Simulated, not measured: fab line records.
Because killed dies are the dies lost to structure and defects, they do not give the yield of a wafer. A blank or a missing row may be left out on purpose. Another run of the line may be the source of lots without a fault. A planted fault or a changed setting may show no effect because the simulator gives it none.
Chamber matching | flow nand-harc | pecvd-04 running NHARC_A_M0_PRE_CLEAN_31: 3 sister chambers
The step time 12 s. 20 wafers are shown with their chamber, then 10 later ones without.

== EACH WAFER AND ITS CHAMBER ==
wafer  | chamber | heater-power-w (W) | heater-power-outer-w (W)
L078.1 | 1       | 560                | 334
L078.3 | 0       | 697                | 416
L078.4 | 1       | 561                | 335
L076.1 | 1       | 523                | 315
L076.2 | 0       | 653                | 400
L076.6 | 0       | 665                | 407
L079.1 | 0       | 649                | 383
L079.3 | 1       | 507                | 294
L079.4 | 2       | 662                | 373
L075.1 | 0       | 588                | 354
L075.3 | 2       | 626                | 353
L075.4 | 1       | 517                | 305
L077.2 | 0       | 691                | 409
L077.3 | 2       | 673                | 387
L077.4 | 2       | 674                | 391
L082.1 | 0       | 636                | 369
L082.2 | 2       | 582                | 309
L082.5 | 0       | 624                | 369
L081.1 | 2       | 627                | 337
L081.2 | 0       | 640                | 391

SIGNATURES (averages over the wafers above)
reading              | chamber 0 | chamber 1 | chamber 2 | scatter within a chamber
heater-power-w       | 649.22    | 533.60    | 640.67    | 32.5
heater-power-outer-w | 388.67    | 316.60    | 358.33    | 24.2
Rule: for a wafer and a chamber, the distance is found by dividing, reading by reading, the gap between the wafer's reading and the chamber's mean by the reading's scatter, squaring, summing and taking the root. If the next closest chamber is less than 2 further off than the closest, the wafer can't be placed; otherwise it belongs to the closest. How the scatter is found: for the shown wafers, subtract from each reading the mean of its chamber, square and add these, divide the total by (wafers less chambers), then take the root.

== WAFERS WITHOUT THEIR CHAMBER ==
wafer  | heater-power-w (W) | heater-power-outer-w (W)
L081.6 | 647                | 382
L088.1 | 687                | 409
L088.2 | 676                | 393
L088.5 | 678                | 405
L091.1 | 493                | 288
L091.3 | 638                | 371
L091.4 | 622                | 374
L092.4 | 690                | 430
L092.5 | 659                | 370
L092.6 | 455                | 267

== WHICH CHAMBER EACH ONE RAN IN ==
wafer  | from the rows above     | in truth
L081.6 | can't be placed: 0 or 2 | 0
L088.1 | can't be placed: 0 or 2 | 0
L088.2 | can't be placed: 0 or 2 | 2
L088.5 | can't be placed: 0 or 2 | 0
L091.1 | 1                       | 1
L091.3 | can't be placed: 2 or 0 | 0
L091.4 | can't be placed: 2 or 0 | 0
L092.4 | can't be placed: 0 or 2 | 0
L092.5 | can't be placed: 2 or 0 | 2
L092.6 | 1                       | 1
2 of 10 placed correctly. Not placeable from these rows: 8 (in 8, the candidates include the true chamber). 0 placed wrongly.
